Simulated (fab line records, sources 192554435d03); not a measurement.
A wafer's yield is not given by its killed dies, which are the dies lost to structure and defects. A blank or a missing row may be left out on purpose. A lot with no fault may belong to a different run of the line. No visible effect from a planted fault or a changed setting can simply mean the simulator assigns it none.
fab line records	flow n5_finfet	part 1 of 2: steps 1 to 17 of 23
record: lots: 5	wafers: 15	last_day: 18
route steps=1938 shown GATE_CUT@482
lots with no fault: from the same line, run without faults
start_h: hours from the record's first day to the start of the lot's first wafer shown	wait_h: hours elapsed since this lot's preceding step	" repeats the value in the row above	L1.1+2: one row covering several wafers at once	- no value, or no start given	* or withheld: withheld	< > ~ a bound
route shown NAME@n: a module of which the file shows steps, and the number in the route of the first	usual: mean/standard deviation of fault-free wafers	same: alike in all rows	chamber/n: place in a boat	sites: readings site by site	_std_site: the values' standard deviation	_edge_site: outer sites' mean less inner sites'	radius_mm: how far each site lies from the wafer's centre	mask NAME#n: copy n	behind: the most recent tool/chamber to have shaped the wafer	hold: cause of the lot's hold/its duration in hours/its outcome	device: the transistor (n, p or np) that didn't switch	end of line: the route-end tests of the same wafers	for a step that has no rows: nothing shown but its recipe	killed: dies lost to structure and defects at the first sort, not the wafer's yield	map: per-die view of a wafer (x killed, . not killed, _ where there is no die)
set.NAME: setting as actually run; set.NAME@STEP: the setting as run at that earlier step	model.NAME: the simulator's own value behind a step, which no gauge read
certain route steps with their lots: each step a table, each wafer a row
services: from which hour (start_h, from the record's first day; less than 0 if before it) a tool's chamber was out of use, for how many hours, and why
== steps ==
step: N5_GATE_CUT_EBR_09
recipe: solvent: PGMEA	ebr_width_mm: 1.5
usual: chill_plate_temp_C: 23.01/0.1
lot.wafer	tool	chamber	start_h	wait_h	chill_plate_temp_C
L075.3	litho_track-03	0	-	-	22.96
L075.4	"	0	"	"	23.04
L075.5	"	0	"	"	23.21
L078.2	litho_track-01	0	-	-	23.07
L078.4	"	0	"	"	23.19
L078.6	"	0	"	"	22.89
L080.1	litho_track-01	0	-	-	22.93
L080.3	"	0	"	"	22.92
L080.4	"	0	"	"	22.92
L086.3	litho_track-03	0	-	-	23.09
L086.5	"	0	"	"	22.98
L086.6	"	0	"	"	23.11
L092.1	litho_track-01	0	-	-	22.95
L092.2	"	0	"	"	22.93
L092.3	"	0	"	"	23.01
step: N5_GATE_CUT_SOFTBAKE_08
recipe: temp_c: 110	time_s: 60	resist: CAR-EUV
usual: chill_plate_temp_C: 23.02/0.094
lot.wafer	tool	chamber	start_h	wait_h	chill_plate_temp_C
L075.3	litho_track-03	0	-	-	23.09
L075.4	"	0	"	"	23.11
L075.5	"	0	"	"	23.14
L078.2	litho_track-01	0	-	-	23.05
L078.4	"	0	"	"	22.77
L078.6	"	0	"	"	23.05
L080.1	litho_track-01	0	-	-	23.08
L080.3	"	0	"	"	23.14
L080.4	"	0	"	"	22.97
L086.3	litho_track-03	0	-	-	23.06
L086.5	"	0	"	"	22.99
L086.6	"	0	"	"	23.15
L092.1	litho_track-01	0	-	-	22.93
L092.2	"	0	"	"	23.02
L092.3	"	0	"	"	23.01
step: N5_GATE_CUT_EXPOSE_10
recipe: mask_id: GATE_CUT	na: 0.33	source_shape: annular	sigma_inner: 0.35	sigma_outer: 0.8	polarization: unpolarized	target_cd_nm: 20	dose_mj: 43.25
same: na: 0.33
lot.wafer	tool	chamber	start_h	wait_h	mask
L075.3+4+5	euv_scanner-02	0	89.20	-	GATE_CUT#0
L078.2+4+6	euv_scanner-02	0	105.97	-	GATE_CUT#0
L080.1+3+4	euv_scanner-01	0	122.87	-	GATE_CUT#0
L086.3+5+6	euv_scanner-02	0	154.50	-	GATE_CUT#0
L092.1+2+3	euv_scanner-01	0	190.93	-	GATE_CUT#0
step: N5_GATE_CUT_PEB_11
recipe: peb_temp_c: 100	peb_time_s: 60	resist: CAR-EUV
usual: chill_plate_temp_C: 22.99/0.096
lot.wafer	tool	chamber	start_h	wait_h	chill_plate_temp_C
L075.3	litho_track-01	0	89.25	0.0	22.91
L075.4	"	0	"	"	22.95
L075.5	"	0	"	"	22.95
L078.2	litho_track-05	0	106.02	0.1	23.27
L078.4	"	0	"	"	23.05
L078.6	"	0	"	"	23.12
L080.1	litho_track-05	0	122.93	0.1	23.10
L080.3	"	0	"	"	23.05
L080.4	"	0	"	"	23.06
L086.3	litho_track-01	0	154.55	0.0	23.18
L086.5	"	0	"	"	22.87
L086.6	"	0	"	"	22.98
L092.1	litho_track-03	0	191.00	0.1	22.88
L092.2	"	0	"	"	22.92
L092.3	"	0	"	"	22.89
step: N5_GATE_CUT_DEVELOP_12
recipe: develop_time_s: 30	developer: TMAH	resist: CAR-EUV	rinse_liquid: surfactant_rinse	dry: air_spin	dev_temp_c: 23
usual: chill_plate_temp_C: 22.98/0.12
lot.wafer	tool	chamber	start_h	wait_h	chill_plate_temp_C
L075.3	litho_track-01	0	-	-	23.08
L075.4	"	0	"	"	23.19
L075.5	"	0	"	"	22.92
L078.2	litho_track-05	0	-	-	23.09
L078.4	"	0	"	"	23.13
L078.6	"	0	"	"	23.19
L080.1	litho_track-05	0	-	-	22.85
L080.3	"	0	"	"	22.93
L080.4	"	0	"	"	22.87
L086.3	litho_track-01	0	-	-	23.12
L086.5	"	0	"	"	22.88
L086.6	"	0	"	"	23.12
L092.1	litho_track-03	0	-	-	23.22
L092.2	"	0	"	"	22.97
L092.3	"	0	"	"	23.08
step: N5_GATE_CUT_CD_MEAS_13
recipe: target_cd_nm: 20	landing_energy_ev: 500	detector: se_inlens
usual: cd_nm: 19.89/0.27
lot.wafer	tool	chamber	start_h	wait_h	cd_nm
L075.3	cd_sem-03	0	89.32	-	19.57
L075.4	"	0	"	"	19.12
L075.5	"	0	"	"	19.37
L078.2	cd_sem-03	0	106.09	-	19.78
L078.4	"	0	"	"	19.97
L078.6	"	0	"	"	19.86
L080.1	cd_sem-03	0	123.00	-	20.09
L080.3	"	0	"	"	20.21
L080.4	"	0	"	"	20.68
L086.3	cd_sem-02	0	154.62	-	20.14
L086.5	"	0	"	"	19.75
L086.6	"	0	"	"	19.68
L092.1	cd_sem-03	0	191.07	-	20.31
L092.2	"	0	"	"	20.01
L092.3	"	0	"	"	19.74
step: N5_GATE_CUT_OVL_MEAS_14
recipe: points_per_wafer: 522
usual: GATE_CUT_OVL: -0.6/0.6
lot.wafer	tool	chamber	start_h	wait_h	GATE_CUT_OVL[nm]
L075.3	overlay-01	0	89.36	0.0	-0.8
L075.4	"	0	"	"	-0.7
L075.5	"	0	"	"	-0.2
L078.2	overlay-01	0	106.13	0.0	-1.0
L078.4	"	0	"	"	0.5
L078.6	"	0	"	"	-1.3
L080.1	overlay-01	0	123.03	0.0	-0.4
L080.3	"	0	"	"	-0.3
L080.4	"	0	"	"	-0.7
L086.3	overlay-01	0	154.66	0.0	-0.3
L086.5	"	0	"	"	-0.3
L086.6	"	0	"	"	-0.5
L092.1	overlay-02	0	191.10	0.0	-0.5
L092.2	"	0	"	"	0.1
L092.3	"	0	"	"	-0.3
step: N5_GATE_CUT_INSPECT_15
recipe: mode: adi	inspect_instrument: brightfield
usual: raw_defect_count: 135/47
lot.wafer	tool	chamber	start_h	wait_h	raw_defect_count
L075.3	defect_inspect-02	-	89.40	0.0	88
L075.4	"	-	"	"	85
L075.5	"	-	"	"	79
L078.2	defect_inspect-02	-	106.19	0.1	142
L078.4	"	-	"	"	133
L078.6	"	-	"	"	117
L080.1	defect_inspect-01	-	123.09	0.1	111
L080.3	"	-	"	"	105
L080.4	"	-	"	"	81
L086.3	defect_inspect-02	-	154.71	0.0	88
L086.5	"	-	"	"	116
L086.6	"	-	"	"	130
L092.1	defect_inspect-02	-	191.16	0.1	123
L092.2	"	-	"	"	84
L092.3	"	-	"	"	169
step: N5_GATE_CUT_DESCUM_18
recipe: chemistry: O2	time_s: 7	source_power_w: 50	bias_power_w: 20	pressure_mtorr: 20	rf_frequency_hz: 2.712e+07	temp_c: 40	resist: CAR-EUV	o2_flow_sccm: 225
usual: drypump_motor_current_A: 5.6/0.43	oes_product_au: 0.77/0.078	rf_vpp_V: 243.3/1.2	showerhead_plenum_p_Torr: 2.10/0.059	throttle_valve_pct: 20.44/0.2
lot.wafer	tool	chamber	start_h	wait_h	drypump_motor_current_A	oes_product_au	rf_hours_counter_h	rf_vpp_V	showerhead_plenum_p_Torr	throttle_valve_pct
L075.3	rie_diel-06	3	89.91	0.5	5.6	0.73	157	243.5	2.19	20.60
L075.4	"	0	"	"	5.2	0.83	86	242.5	2.03	20.57
L075.5	"	2	"	"	5.6	0.76	-	243.6	2.17	20.38
L078.2	rie_diel-02	1	106.22	0.0	5.6	0.89	22	241.8	2.04	20.34
L078.4	"	0	"	"	5.1	0.71	174	243.5	2.17	20.71
L078.6	"	2	"	"	6.0	0.77	-	243.6	2.11	20.40
L080.1	rie_diel-02	0	123.47	0.4	5.1	0.71	176	243.9	2.17	20.71
L080.3	"	3	"	"	5.6	0.67	243	242.1	2.04	20.55
L080.4	"	1	"	"	5.6	0.88	27	241.9	2.04	20.34
L086.3	rie_diel-05	2	154.74	0.0	6.1	0.86	52	244.6	2.13	20.15
L086.5	"	3	"	"	5.1	0.68	-	242.0	2.06	20.67
L086.6	"	2	"	"	6.2	0.85	-	242.6	2.13	20.15
L092.1	rie_diel-02	0	191.19	0.0	5.1	0.69	200	244.6	2.16	20.75
L092.2	"	1	"	"	5.6	0.84	50	241.3	2.03	20.38
L092.3	"	2	"	"	6.0	0.74	162	245.3	2.10	20.46
step: N5_GATE_CUT_ETCH_28
recipe: chemistry: N2/H2	target: underlayer	target_depth_a: 130	mask_material: CAR-EUV	time_s: 10.4	ion_energy_ev: 200	pressure_mtorr: 30	source_w: 840	bias_w: 150	n2_flow_sccm: 200	h2_flow_sccm: 200	ends: cleared
usual: drypump_motor_current_A: 5.6/0.43	etch_rf_on_time_s: 10.39/0.29	oes_product_au: 0.66/0.064	rf_vpp_V: 524.1/2.1	showerhead_plenum_p_Torr: 2.55/0.065	throttle_valve_pct: 17.90/0.23
lot.wafer	tool	chamber	start_h	wait_h	drypump_motor_current_A	etch_rf_on_time_s	oes_product_au	rf_hours_counter_h	rf_vpp_V	showerhead_plenum_p_Torr	throttle_valve_pct
L075.3	rie_diel-06	3	89.95	0.0	5.6	10.84	0.63	157	528.3	2.64	17.92
L075.4	"	0	"	"	5.2	10.43	0.70	86	522.1	2.47	18.09
L075.5	"	2	"	"	5.6	10.38	0.66	-	526.3	2.65	17.93
L078.2	rie_diel-02	1	106.26	0.0	5.6	10.75	0.75	22	523.6	2.50	17.86
L078.4	"	0	"	"	5.1	10.48	0.61	174	527.9	2.62	18.12
L078.6	"	2	"	"	6.1	9.94	0.68	-	524.1	2.55	17.76
L080.1	rie_diel-02	0	123.51	0.0	5.1	10.57	0.61	176	527.8	2.62	18.15
L080.3	"	3	"	"	5.6	10.09	0.59	243	522.8	2.51	18.18
L080.4	"	1	"	"	5.7	10.80	0.74	27	522.1	2.50	17.85
L086.3	rie_diel-05	2	154.77	0.0	6.2	10.21	0.73	52	525.5	2.61	17.59
L086.5	"	3	"	"	5.1	10.70	0.59	-	524.7	2.49	18.10
L086.6	"	2	"	"	6.2	10.29	0.74	-	524.9	2.61	17.59
L092.1	rie_diel-02	0	191.22	0.0	5.1	10.54	0.59	200	525.2	2.61	18.17
L092.2	"	1	"	"	5.6	10.75	0.71	50	522.5	2.49	17.88
L092.3	"	2	"	"	6.0	10.01	0.66	162	524.3	2.54	17.80
step: N5_GATE_CUT_ETCH_36
recipe: chemistry: CF4	target: SiARC	target_depth_a: 130	mask_material: CAR-EUV	time_s: 21.7	ion_energy_ev: 80	pressure_mtorr: 40	source_w: 545	bias_w: 36	Ar_flow_sccm: 100	cf4_flow_sccm: 100	ends: cleared
usual: drypump_motor_current_A: 5.6/0.43	etch_rf_on_time_s: 21.7/0.56	oes_product_au: 0.66/0.065	rf_vpp_V: 184.1/1	showerhead_plenum_p_Torr: 2.15/0.057	throttle_valve_pct: 15.65/0.23
lot.wafer	tool	chamber	start_h	wait_h	drypump_motor_current_A	etch_rf_on_time_s	oes_product_au	rf_hours_counter_h	rf_vpp_V	showerhead_plenum_p_Torr	throttle_valve_pct
L075.3	rie_diel-06	3	89.97	0.0	5.6	22.2	0.64	157	184.9	2.22	15.72
L075.4	"	0	"	"	5.2	21.7	0.70	86	184.8	2.09	15.76
L075.5	"	2	"	"	5.6	21.8	0.66	-	185.0	2.24	15.61
L078.2	rie_diel-02	1	106.28	0.0	5.7	22.2	0.75	22	183.3	2.10	15.62
L078.4	"	0	"	"	5.1	22.0	0.61	174	186.4	2.23	15.96
L078.6	"	2	"	"	6.1	21.1	0.68	-	184.5	2.14	15.55
L080.1	rie_diel-02	0	123.53	0.0	5.1	22.4	0.60	176	186.0	2.23	15.96
L080.3	"	3	"	"	5.7	21.2	0.58	243	182.3	2.09	15.75
L080.4	"	1	"	"	5.6	22.4	0.74	27	183.3	2.10	15.63
L086.3	rie_diel-05	2	154.79	0.0	6.2	21.6	0.73	52	184.5	2.16	15.19
L086.5	"	3	"	"	5.1	22.5	0.58	-	183.5	2.13	15.99
L086.6	"	2	"	"	6.2	21.3	0.74	-	182.9	2.16	15.18
L092.1	rie_diel-02	0	191.24	0.0	5.1	22.3	0.59	200	184.0	2.22	16.02
L092.2	"	1	"	"	5.6	22.1	0.72	50	183.2	2.09	15.66
L092.3	"	2	"	"	6.0	21.4	0.65	162	183.5	2.13	15.60
step: N5_GATE_CUT_ETCH_37
recipe: chemistry: N2/H2	target: SOC	target_depth_a: 600	overetch_a: 120	mask_material: SiARC	temp_c: 40	time_s: 90	ion_energy_ev: 200	pressure_mtorr: 30	source_w: 840	bias_w: 150	n2_flow_sccm: 200	h2_flow_sccm: 200
usual: drypump_motor_current_A: 5.6/0.43	oes_product_au: 0.69/0.065	rf_vpp_V: 524.0/2.1	showerhead_plenum_p_Torr: 2.55/0.064	throttle_valve_pct: 17.88/0.23
lot.wafer	tool	chamber	start_h	wait_h	drypump_motor_current_A	oes_product_au	rf_hours_counter_h	rf_vpp_V	showerhead_plenum_p_Torr	throttle_valve_pct
L075.3	rie_diel-06	3	89.99	0.0	5.6	0.67	157	528.3	2.64	17.90
L075.4	"	0	"	"	5.2	0.74	86	522.9	2.47	18.03
L075.5	"	2	"	"	5.7	0.69	-	526.7	2.65	17.90
L078.2	rie_diel-02	1	106.30	0.0	5.6	0.80	22	521.6	2.50	17.80
L078.4	"	0	"	"	5.1	0.65	174	528.2	2.62	18.09
L078.6	"	2	"	"	6.1	0.69	-	524.5	2.55	17.72
L080.1	rie_diel-02	0	123.55	0.0	5.1	0.65	176	526.7	2.62	18.10
L080.3	"	3	"	"	5.6	0.60	243	522.2	2.51	18.18
L080.4	"	1	"	"	5.7	0.79	27	521.7	2.50	17.82
L086.3	rie_diel-05	2	154.82	0.0	6.2	0.76	52	525.1	2.61	17.55
L086.5	"	3	"	"	5.1	0.63	-	524.0	2.49	18.09
L086.6	"	2	"	"	6.2	0.76	-	525.1	2.61	17.56
L092.1	rie_diel-02	0	191.27	0.0	5.1	0.63	200	525.0	2.61	18.14
L092.2	"	1	"	"	5.6	0.75	50	521.1	2.49	17.88
L092.3	"	2	"	"	6.1	0.68	162	524.6	2.54	17.78
step: N5_GATE_CUT_STRIP_38
recipe: chemistry: N2/H2	temp_c: 40	n2_flow_sccm: 200	h2_flow_sccm: 200	rf_frequency_hz: 6e+07
lot.wafer	tool	chamber	start_h	wait_h
L075.3+4+5	rie_diel-06	3,0,2	90.06	0.0
L078.2+4+6	rie_diel-02	1,0,2	106.37	0.0
L080.1+3+4	rie_diel-02	0,3,1	123.62	0.0
L086.3+5+6	rie_diel-05	2,3,2	154.88	0.0
L092.1+2+3	rie_diel-02	0,1,2	191.33	0.0
step: N5_GATE_CUT_STRIP_39
recipe: chemistry: N2/H2	temp_c: 40	n2_flow_sccm: 200	h2_flow_sccm: 200	rf_frequency_hz: 6e+07
lot.wafer	tool	chamber	start_h	wait_h
L075.3+4+5	rie_diel-06	3,0,2	90.07	0.0
L078.2+4+6	rie_diel-02	1,0,2	106.38	0.0
L080.1+3+4	rie_diel-02	0,3,1	123.63	0.0
L086.3+5+6	rie_diel-05	2,3,2	154.89	0.0
L092.1+2+3	rie_diel-02	0,1,2	191.34	0.0
step: N5_GATE_CUT_HM_OPEN_40
recipe: chemistry: C4F6/O2	target: SiO2	mask_material: SiARC	target_depth_a: 1390	time_s: 85.1	ion_energy_ev: 250	pressure_mtorr: 30	source_w: 345	bias_w: 185	Ar_flow_sccm: 300	C4F6_flow_sccm: 10	O2_flow_sccm: 10	ends: cleared
usual: drypump_motor_current_A: 5.6/0.43	etch_rf_on_time_s: 93.7/2.3	oes_f_703_au: 0.78/0.072	oes_o_777_au: 0.78/0.073	oes_product_au: 0.70/0.068	rf_vpp_V: 666/12	showerhead_plenum_p_Torr: 2.85/0.08	throttle_valve_pct: 20.97/0.25
lot.wafer	tool	chamber	start_h	wait_h	drypump_motor_current_A	etch_rf_on_time_s	oes_f_703_au	oes_o_777_au	oes_product_au	rf_hours_counter_h	rf_vpp_V	showerhead_plenum_p_Torr	throttle_valve_pct
L075.3	rie_diel-06	3	90.08	0.0	5.6	93.9	0.73	0.75	0.67	158	663	2.95	20.98
L075.4	"	0	"	"	5.2	91.8	0.78	0.78	0.75	86	688	2.79	21.27
L075.5	"	2	"	"	5.6	95.0	0.78	0.78	0.69	-	665	2.99	21.05
L078.2	rie_diel-02	1	106.39	0.0	5.7	93.1	0.86	0.87	0.79	22	647	2.77	20.85
L078.4	"	0	"	"	5.1	94.7	0.72	0.73	0.64	174	673	2.98	21.40
L078.6	"	2	"	"	6.1	92.1	0.82	0.83	0.70	-	664	2.84	20.78
L080.1	rie_diel-02	0	123.64	0.0	5.1	96.3	0.72	0.72	0.64	176	675	2.98	21.38
L080.3	"	3	"	"	5.6	91.1	0.69	0.70	0.62	243	658	2.78	21.00
L080.4	"	1	"	"	5.6	99.8	0.86	0.86	0.78	27	648	2.77	20.86
L086.3	rie_diel-05	2	154.90	0.0	6.2	88.3	0.85	0.86	0.77	52	688	2.89	20.57
L086.5	"	3	"	"	5.1	95.7	0.68	0.68	0.62	-	668	2.83	21.30
L086.6	"	2	"	"	6.2	92.3	0.86	0.85	0.77	-	688	2.89	20.56
L092.1	rie_diel-02	0	191.35	0.0	5.1	95.2	0.70	0.71	0.63	200	675	2.96	21.42
L092.2	"	1	"	"	5.6	93.2	0.82	0.82	0.76	50	650	2.76	20.90
L092.3	"	2	"	"	6.1	92.6	0.79	0.81	0.68	162	665	2.83	20.81
step: N5_GATE_CUT_STRIP_41
recipe: chemistry: CF4	resist: SiARC	power_w: 300	bias_power_w: 75	pressure_mtorr: 50	cf4_flow_sccm: 150	rf_frequency_hz: 6e+07
usual: drypump_motor_current_A: 5.6/0.42	oes_product_au: 0.179/0.017	rf_vpp_V: 271.3/1.3	showerhead_plenum_p_Torr: 1.80/0.046	throttle_valve_pct: 13.63/0.23
lot.wafer	tool	chamber	start_h	wait_h	drypump_motor_current_A	oes_product_au	rf_hours_counter_h	rf_vpp_V	showerhead_plenum_p_Torr	throttle_valve_pct
L075.3	rie_diel-06	3	90.14	0.0	5.6	0.174	158	273.5	1.87	13.73
L075.4	"	0	"	"	5.2	0.195	86	270.9	1.74	13.68
L075.5	"	2	"	"	5.6	0.174	-	272.5	1.86	13.53
L078.2	rie_diel-02	1	106.45	0.0	5.6	0.209	22	272.1	1.77	13.61
L078.4	"	0	"	"	5.1	0.168	174	274.1	1.86	13.89
L078.6	"	2	"	"	6.0	0.176	-	271.1	1.80	13.55
L080.1	rie_diel-02	0	123.70	0.0	5.1	0.170	176	272.2	1.86	13.91
L080.3	"	3	"	"	5.6	0.152	243	271.6	1.75	13.76
L080.4	"	1	"	"	5.6	0.199	27	270.7	1.77	13.60
L086.3	rie_diel-05	2	154.96	0.0	6.2	0.200	53	272.7	1.80	13.13
L086.5	"	3	"	"	5.1	0.162	-	272.7	1.79	13.98
L086.6	"	2	"	"	6.2	0.197	-	270.6	1.80	13.11
L092.1	rie_diel-02	0	191.42	0.0	5.1	0.153	200	271.7	1.86	13.97
L092.2	"	1	"	"	5.7	0.195	50	270.2	1.76	13.65
L092.3	"	2	"	"	6.0	0.175	162	270.1	1.79	13.63
step: N5_GATE_CUT_STRIP_42
recipe: chemistry: O2	power_w: 400	temp_c: 40	pressure_mtorr: 30	rf_frequency_hz: 6e+07	bias_power_w: 0	overash_fraction: 0.3	o2_flow_sccm: 225
usual: drypump_motor_current_A: 5.6/0.43	oes_product_au: 0.77/0.078	rf_vpp_V: 3.6/0.43	showerhead_plenum_p_Torr: 2.10/0.059	throttle_valve_pct: 16.70/0.2
lot.wafer	tool	chamber	start_h	wait_h	drypump_motor_current_A	oes_product_au	rf_hours_counter_h	rf_vpp_V	showerhead_plenum_p_Torr	throttle_valve_pct
L075.3	rie_diel-06	3	90.16	0.0	5.7	0.73	158	2.7	2.19	16.83
L075.4	"	0	"	"	5.1	0.83	86	4.4	2.03	16.80
L075.5	"	2	"	"	5.6	0.76	-	4.2	2.18	16.60
L078.2	rie_diel-02	1	106.47	0.0	5.7	0.90	22	3.6	2.04	16.60
L078.4	"	0	"	"	5.1	0.71	174	3.7	2.18	16.94
L078.6	"	2	"	"	6.1	0.77	-	3.1	2.11	16.69
L080.1	rie_diel-02	0	123.72	0.0	5.1	0.70	176	3.5	2.17	16.96
L080.3	"	3	"	"	5.6	0.67	243	3.4	2.05	16.82
L080.4	"	1	"	"	5.6	0.88	27	3.8	2.04	16.61
L086.3	rie_diel-05	2	154.98	0.0	6.2	0.85	53	3.4	2.14	16.37
L086.5	"	3	"	"	5.1	0.67	-	3.2	2.07	16.96
L086.6	"	2	"	"	6.2	0.84	-	2.9	2.14	16.36
L092.1	rie_diel-02	0	191.44	0.0	5.1	0.69	200	3.7	2.17	17.01
L092.2	"	1	"	"	5.6	0.85	50	3.3	2.03	16.67
L092.3	"	2	"	"	6.1	0.75	162	3.9	2.10	16.73
